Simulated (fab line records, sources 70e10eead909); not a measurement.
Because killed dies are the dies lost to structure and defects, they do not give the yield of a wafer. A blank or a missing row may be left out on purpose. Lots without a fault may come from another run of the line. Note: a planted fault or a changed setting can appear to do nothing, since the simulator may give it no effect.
Shared-tool check || flow nandHarc || 12 lots and 36 wafers in the sample

REASON IT WAS OPENED
Flagged at NHARC_P_GATE_CD_MEAS_46: reading cdNm, on 2 of 12 lots. No-fault wafers: 720.5 nm, standard deviation 1.2.
Rule: a lot is flagged in two cases, either no wafer of it has a number, or all its wafers with numbers fall more than 4 standard deviations from that mean. As for the other lots, they are considered sound.

{"lot": "L858", "measured": "day 5 17:46", "on": "cdSem-01", "cdNm (nm), wafer by wafer": "720.7 719.4 719.9", "flag": ""}
{"lot": "L859", "measured": "day 5 21:25", "on": "cdSem-01", "cdNm (nm), wafer by wafer": "722.4 722.8 721.6", "flag": ""}
{"lot": "L862", "measured": "day 7 10:30", "on": "cdSem-03", "cdNm (nm), wafer by wafer": "721.2 720.9 720.5", "flag": ""}
{"lot": "L863", "measured": "day 7 17:37", "on": "cdSem-03", "cdNm (nm), wafer by wafer": "721.6 721.7 721.0", "flag": ""}
{"lot": "L864", "measured": "day 8 01:39", "on": "cdSem-03", "cdNm (nm), wafer by wafer": "721.7 720.9 720.7", "flag": ""}
{"lot": "L868", "measured": "day 9 13:37", "on": "cdSem-02", "cdNm (nm), wafer by wafer": "713.8 714.2 713.1", "flag": "FLAGGED"}
{"lot": "L869", "measured": "day 10 04:13", "on": "cdSem-03", "cdNm (nm), wafer by wafer": "711.2 712.4 712.8", "flag": "FLAGGED"}
{"lot": "L876", "measured": "day 13 00:11", "on": "cdSem-02", "cdNm (nm), wafer by wafer": "720.2 719.7 717.9", "flag": ""}
{"lot": "L878", "measured": "day 13 19:57", "on": "cdSem-01", "cdNm (nm), wafer by wafer": "721.5 721.1 722.0", "flag": ""}
{"lot": "L879", "measured": "day 14 04:10", "on": "cdSem-01", "cdNm (nm), wafer by wafer": "721.6 720.5 722.2", "flag": ""}
{"lot": "L881", "measured": "day 14 23:33", "on": "cdSem-02", "cdNm (nm), wafer by wafer": "721.5 721.2 720.3", "flag": ""}
{"lot": "L880", "measured": "day 14 23:56", "on": "cdSem-02", "cdNm (nm), wafer by wafer": "719.6 720.7 721.4", "flag": ""}
Average over the flagged lots: 712.9 nm; offset from the usual -7.6 nm, equal to -6 standard deviations.

TOOL THAT RAN EACH LOT
Before the reading, the record contains 2 process steps out of a 1302-step route. Cell contents, in order: the tool; ch with the chambers the sampled wafers went through; the start.
{"lot": "L858", "flag": "", "NHARC_P_STI_CMP_21": "cmp-02 ch 0,3, day 3 17:49", "NHARC_P_GATE_PEB_44": "lithoTrack-05 ch 0, day 5 17:40"}
{"lot": "L859", "flag": "", "NHARC_P_STI_CMP_21": "cmp-04 ch 0,1,2, day 4 02:20", "NHARC_P_GATE_PEB_44": "lithoTrack-03 ch 0, day 5 21:19"}
{"lot": "L862", "flag": "", "NHARC_P_STI_CMP_21": "cmp-04 ch 0,2,3, day 5 09:07", "NHARC_P_GATE_PEB_44": "lithoTrack-07 ch 0, day 7 10:24"}
{"lot": "L863", "flag": "", "NHARC_P_STI_CMP_21": "cmp-02 ch 1,2,3, day 5 17:13", "NHARC_P_GATE_PEB_44": "lithoTrack-05 ch 0, day 7 17:32"}
{"lot": "L864", "flag": "", "NHARC_P_STI_CMP_21": "cmp-04 ch 0,1,2, day 6 02:53", "NHARC_P_GATE_PEB_44": "lithoTrack-07 ch 0, day 8 01:33"}
{"lot": "L868", "flag": "FLAGGED", "NHARC_P_STI_CMP_21": "cmp-02 ch 1,2, day 7 20:00", "NHARC_P_GATE_PEB_44": "lithoTrack-07 ch 0, day 9 13:32"}
{"lot": "L869", "flag": "FLAGGED", "NHARC_P_STI_CMP_21": "cmp-04 ch 1,2,3, day 8 06:56", "NHARC_P_GATE_PEB_44": "lithoTrack-07 ch 0, day 10 04:07"}
{"lot": "L876", "flag": "", "NHARC_P_STI_CMP_21": "cmp-03 ch 1,3, day 11 02:11", "NHARC_P_GATE_PEB_44": "lithoTrack-07 ch 0, day 13 00:05"}
{"lot": "L878", "flag": "", "NHARC_P_STI_CMP_21": "cmp-04 ch 0,2,3, day 11 23:29", "NHARC_P_GATE_PEB_44": "lithoTrack-07 ch 0, day 13 19:52"}
{"lot": "L879", "flag": "", "NHARC_P_STI_CMP_21": "cmp-02 ch 0,1, day 12 09:02", "NHARC_P_GATE_PEB_44": "lithoTrack-05 ch 0, day 14 04:04"}
{"lot": "L881", "flag": "", "NHARC_P_STI_CMP_21": "cmp-04 ch 0,3, day 13 04:19", "NHARC_P_GATE_PEB_44": "lithoTrack-07 ch 0, day 14 23:28"}
{"lot": "L880", "flag": "", "NHARC_P_STI_CMP_21": "cmp-02 ch 2,3, day 12 20:46", "NHARC_P_GATE_PEB_44": "lithoTrack-05 ch 0, day 14 23:50"}
What these steps do:
- NHARC_P_STI_CMP_21: polishes, t overpolish 20 s, target thk 380.67 nm.
- NHARC_P_GATE_PEB_44: peb time 85 s.
- NHARC_P_GATE_CD_MEAS_46: target cd 720 nm.

FLAGGED AGAINST TOTAL, ONE TOOL AT A TIME (gauges that did the reading follow at the end)
{"step": "NHARC_P_STI_CMP_21", "tool": "cmp-02", "lots run": 5, "flagged": 1, "share of the flagged lots": "some", "sound lots run after its first flagged lot": "2 (L879,L880)"}
{"step": "NHARC_P_STI_CMP_21", "tool": "cmp-03", "lots run": 1, "flagged": 0, "share of the flagged lots": "none", "sound lots run after its first flagged lot": "-"}
{"step": "NHARC_P_STI_CMP_21", "tool": "cmp-04", "lots run": 6, "flagged": 1, "share of the flagged lots": "some", "sound lots run after its first flagged lot": "2 (L878,L881)"}
{"step": "NHARC_P_GATE_PEB_44", "tool": "lithoTrack-03", "lots run": 1, "flagged": 0, "share of the flagged lots": "none", "sound lots run after its first flagged lot": "-"}
{"step": "NHARC_P_GATE_PEB_44", "tool": "lithoTrack-05", "lots run": 4, "flagged": 0, "share of the flagged lots": "none", "sound lots run after its first flagged lot": "-"}
{"step": "NHARC_P_GATE_PEB_44", "tool": "lithoTrack-07", "lots run": 7, "flagged": 2, "share of the flagged lots": "all", "sound lots run after its first flagged lot": "3 (L876,L878,L881)"}
{"step": "NHARC_P_GATE_CD_MEAS_46", "tool": "cdSem-01", "lots run": 4, "flagged": 0, "share of the flagged lots": "none", "sound lots run after its first flagged lot": "-"}
{"step": "NHARC_P_GATE_CD_MEAS_46", "tool": "cdSem-02", "lots run": 4, "flagged": 1, "share of the flagged lots": "some", "sound lots run after its first flagged lot": "3 (L876,L881,L880)"}
{"step": "NHARC_P_GATE_CD_MEAS_46", "tool": "cdSem-03", "lots run": 4, "flagged": 1, "share of the flagged lots": "some", "sound lots run after its first flagged lot": 0}

WHAT THE TABLE ALLOWS
Rows of the table that ran each flagged lot: 1, that is lithoTrack-07 at NHARC_P_GATE_PEB_44.
- lithoTrack-07 at NHARC_P_GATE_PEB_44: 2 of its 7 lots flagged. Lots that were sound ran on it after the first flagged one (L876, L878, L881); a persistent fault on the entire tool would not allow that. Its own readings (heaterPowerTotalW, plateTempC) fall more than 4 standard deviations out on all wafers of the flagged lots.
Every row of the table either missed a flagged lot or ran a sound lot after the first.

WHAT THE SIMULATOR PUT IN
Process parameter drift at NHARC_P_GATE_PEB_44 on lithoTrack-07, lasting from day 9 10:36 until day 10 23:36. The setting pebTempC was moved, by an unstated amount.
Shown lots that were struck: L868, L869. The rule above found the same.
